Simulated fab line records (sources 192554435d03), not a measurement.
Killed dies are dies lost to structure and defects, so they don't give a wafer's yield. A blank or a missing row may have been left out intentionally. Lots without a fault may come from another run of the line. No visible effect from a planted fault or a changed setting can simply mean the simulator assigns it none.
Lot-split experiment || flow n5-finfet || on a route of 1938 steps: 7 lots, 21 wafers read

## ABOUT THE SPLIT
At N5_BEOL_M9_COAT_22 (resist thk 30 nm), the setting spin-rpm was moved away from the recipe's 1500 rpm on 4 of the 21 wafers read, by -6.8% to +4.5%. All remaining wafers had this setting at the recipe value.

## FROM THE SPLIT TO THE READING: what the file shows between them, 7 steps
- N5_BEOL_M9_EBR_24
- N5_BEOL_M9_SOFTBAKE_23: time 60 s
- N5_BEOL_M9_EXPOSE_25: exposes mask V8
- N5_BEOL_M9_PEB_26: peb time 60 s
- N5_BEOL_M9_DEVELOP_27: develop time 30 s
- N5_BEOL_M9_DESCUM_33: chemistry O2, time 7 s
- N5_BEOL_M9_ETCH_76: etches underlayer in N2/H2, target depth 6.5 nm, time 5.2 s

## THE READING
CAR-EUV_of_BEOL_M9_COAT_22.thk-nm (the simulator's own value, which no gauge read), in nm, at N5_BEOL_M9_ETCH_65 (etches SiARC in CF4, target depth 15.6 nm, time 26 s). The file gives no usual value for it. Across the 17 wafers here that went through the recipe, the average is 11.1 nm and the standard deviation 0.098 nm.

{"wafer": "L082.2", "tool, chamber at the split": "litho-track-04, 0", "spin-rpm as run, rpm": 1432, "against the recipe": "-4.5%", "CAR-EUV_of_BEOL_M9_COAT_22.thk-nm, nm": 11.8, "against lot-mates on the recipe": "+0.8"}
{"wafer": "L082.4", "tool, chamber at the split": "litho-track-04, 0", "spin-rpm as run, rpm": 1500, "against the recipe": "recipe", "CAR-EUV_of_BEOL_M9_COAT_22.thk-nm, nm": 11, "against lot-mates on the recipe": "-"}
{"wafer": "L082.6", "tool, chamber at the split": "litho-track-04, 0", "spin-rpm as run, rpm": 1432, "against the recipe": "-4.5%", "CAR-EUV_of_BEOL_M9_COAT_22.thk-nm, nm": 12, "against lot-mates on the recipe": "+1.0"}
{"wafer": "L078.3", "tool, chamber at the split": "litho-track-04, 0", "spin-rpm as run, rpm": 1500, "against the recipe": "recipe", "CAR-EUV_of_BEOL_M9_COAT_22.thk-nm, nm": 11.2, "against lot-mates on the recipe": "-"}
{"wafer": "L078.4", "tool, chamber at the split": "litho-track-04, 0", "spin-rpm as run, rpm": 1500, "against the recipe": "recipe", "CAR-EUV_of_BEOL_M9_COAT_22.thk-nm, nm": 11, "against lot-mates on the recipe": "-"}
{"wafer": "L078.5", "tool, chamber at the split": "litho-track-04, 0", "spin-rpm as run, rpm": 1500, "against the recipe": "recipe", "CAR-EUV_of_BEOL_M9_COAT_22.thk-nm, nm": 11, "against lot-mates on the recipe": "-"}
{"wafer": "L084.1", "tool, chamber at the split": "litho-track-04, 0", "spin-rpm as run, rpm": 1568, "against the recipe": "+4.5%", "CAR-EUV_of_BEOL_M9_COAT_22.thk-nm, nm": 10.4, "against lot-mates on the recipe": -0.8}
{"wafer": "L084.2", "tool, chamber at the split": "litho-track-04, 0", "spin-rpm as run, rpm": 1500, "against the recipe": "recipe", "CAR-EUV_of_BEOL_M9_COAT_22.thk-nm, nm": 11.2, "against lot-mates on the recipe": "-"}
{"wafer": "L084.4", "tool, chamber at the split": "litho-track-04, 0", "spin-rpm as run, rpm": 1500, "against the recipe": "recipe", "CAR-EUV_of_BEOL_M9_COAT_22.thk-nm, nm": 11.2, "against lot-mates on the recipe": "-"}
{"wafer": "L086.1", "tool, chamber at the split": "litho-track-02, 0", "spin-rpm as run, rpm": 1500, "against the recipe": "recipe", "CAR-EUV_of_BEOL_M9_COAT_22.thk-nm, nm": 11.2, "against lot-mates on the recipe": "-"}
{"wafer": "L086.5", "tool, chamber at the split": "litho-track-02, 0", "spin-rpm as run, rpm": 1500, "against the recipe": "recipe", "CAR-EUV_of_BEOL_M9_COAT_22.thk-nm, nm": 11.2, "against lot-mates on the recipe": "-"}
{"wafer": "L086.6", "tool, chamber at the split": "litho-track-02, 0", "spin-rpm as run, rpm": 1500, "against the recipe": "recipe", "CAR-EUV_of_BEOL_M9_COAT_22.thk-nm, nm": 11.2, "against lot-mates on the recipe": "-"}
{"wafer": "L090.4", "tool, chamber at the split": "litho-track-05, 0", "spin-rpm as run, rpm": 1500, "against the recipe": "recipe", "CAR-EUV_of_BEOL_M9_COAT_22.thk-nm, nm": 11, "against lot-mates on the recipe": "-"}
{"wafer": "L090.5", "tool, chamber at the split": "litho-track-05, 0", "spin-rpm as run, rpm": 1500, "against the recipe": "recipe", "CAR-EUV_of_BEOL_M9_COAT_22.thk-nm, nm": 11.2, "against lot-mates on the recipe": "-"}
{"wafer": "L090.6", "tool, chamber at the split": "litho-track-05, 0", "spin-rpm as run, rpm": 1500, "against the recipe": "recipe", "CAR-EUV_of_BEOL_M9_COAT_22.thk-nm, nm": 11.2, "against lot-mates on the recipe": "-"}
{"wafer": "L089.1", "tool, chamber at the split": "litho-track-04, 0", "spin-rpm as run, rpm": 1500, "against the recipe": "recipe", "CAR-EUV_of_BEOL_M9_COAT_22.thk-nm, nm": 11, "against lot-mates on the recipe": "-"}
{"wafer": "L089.4", "tool, chamber at the split": "litho-track-04, 0", "spin-rpm as run, rpm": 1500, "against the recipe": "recipe", "CAR-EUV_of_BEOL_M9_COAT_22.thk-nm, nm": 11, "against lot-mates on the recipe": "-"}
{"wafer": "L089.3", "tool, chamber at the split": "litho-track-04, 0", "spin-rpm as run, rpm": 1500, "against the recipe": "recipe", "CAR-EUV_of_BEOL_M9_COAT_22.thk-nm, nm": 11.2, "against lot-mates on the recipe": "-"}
{"wafer": "L093.1", "tool, chamber at the split": "litho-track-04, 0", "spin-rpm as run, rpm": 1398, "against the recipe": "-6.8%", "CAR-EUV_of_BEOL_M9_COAT_22.thk-nm, nm": 12, "against lot-mates on the recipe": "+0.9"}
{"wafer": "L093.4", "tool, chamber at the split": "litho-track-04, 0", "spin-rpm as run, rpm": 1500, "against the recipe": "recipe", "CAR-EUV_of_BEOL_M9_COAT_22.thk-nm, nm": 11.2, "against lot-mates on the recipe": "-"}
{"wafer": "L093.6", "tool, chamber at the split": "litho-track-04, 0", "spin-rpm as run, rpm": 1500, "against the recipe": "recipe", "CAR-EUV_of_BEOL_M9_COAT_22.thk-nm, nm": 11, "against lot-mates on the recipe": "-"}

THE FIT
A straight line over all 21 wafers: CAR-EUV_of_BEOL_M9_COAT_22.thk-nm changes by -0.151 nm for each +1% of spin-rpm; r = -0.95; the points scatter about the line by 0.11 nm.
The same after taking each lot's own level away (the mean of its wafers on the recipe; 21 wafers): -0.166 nm for each +1%; r = -0.96; scatter 0.11 nm.
That fit puts the effect of the largest move of spin-rpm on the reading at 1.1 nm.
From 11.00 to 11.20 nm: that is the span of the lots' own levels, equal to 2.0 times the standard deviation above.
The two slopes are in agreement: the lot-to-lot level therefore moves the slope only a little.
Check: with one of the wafers moved furthest among these (-6.8%) left out of the fit, the line predicts +1.3 nm for it against its lot-mates. Against them it came out at +0.9 nm.

## THESE WAFERS: OTHER SPLITS
These wafers also went through other splits before the reading. Each is held against what the fit with the lots' levels taken away leaves over:
{"other split on the same wafers": "N5_BEOL_M5_COAT_22 spin-rpm", "wafers away from the commonest value": 8, "r with CAR-EUV_of_BEOL_M9_COAT_22.thk-nm (lot level and that fit taken away)": -0.10}
{"other split on the same wafers": "N5_BEOL_M6_HM_DEP_02 target-thk-a", "wafers away from the commonest value": 8, "r with CAR-EUV_of_BEOL_M9_COAT_22.thk-nm (lot level and that fit taken away)": -0.09}
{"other split on the same wafers": "N5_BEOL_M8_EXPOSE_25 dose-mj", "wafers away from the commonest value": 5, "r with CAR-EUV_of_BEOL_M9_COAT_22.thk-nm (lot level and that fit taken away)": "+0.20"}

## THE WHOLE CHAIN: every reading that the file lists as answering this split, in the file's order
{"step": "N5_BEOL_M9_COAT_22", "what it does": "resist thk 30 nm", "reading": "CAR-EUV_of_BEOL_M9_COAT_22.thk-nm (the simulator's own value, which no gauge read)", "change (the file's fit)": "-0.14 nm for each +1% of the setting", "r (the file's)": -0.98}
{"step": "N5_BEOL_M9_DEVELOP_27", "what it does": "develop time 30 s", "reading": "CAR-EUV_of_BEOL_M9_COAT_22.thk-nm (the simulator's own value, which no gauge read)", "change (the file's fit)": "-0.166 nm for each +1% of the setting", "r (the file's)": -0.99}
{"step": "N5_BEOL_M9_DESCUM_33", "what it does": "chemistry O2, time 7 s", "reading": "CAR-EUV_of_BEOL_M9_COAT_22.thk-nm (the simulator's own value, which no gauge read)", "change (the file's fit)": "-0.151 nm for each +1% of the setting", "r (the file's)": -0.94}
{"step": "N5_BEOL_M9_ETCH_65", "what it does": "etches SiARC in CF4, target depth 15.6 nm, time 26 s", "reading": "CAR-EUV_of_BEOL_M9_COAT_22.thk-nm (the simulator's own value, which no gauge read)", "change (the file's fit)": "-0.158 nm for each +1% of the setting", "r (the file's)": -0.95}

## FILE'S OWN FIT
CAR-EUV_of_BEOL_M9_COAT_22.thk-nm changes by -0.158 nm for each +1% of spin-rpm, r = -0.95.
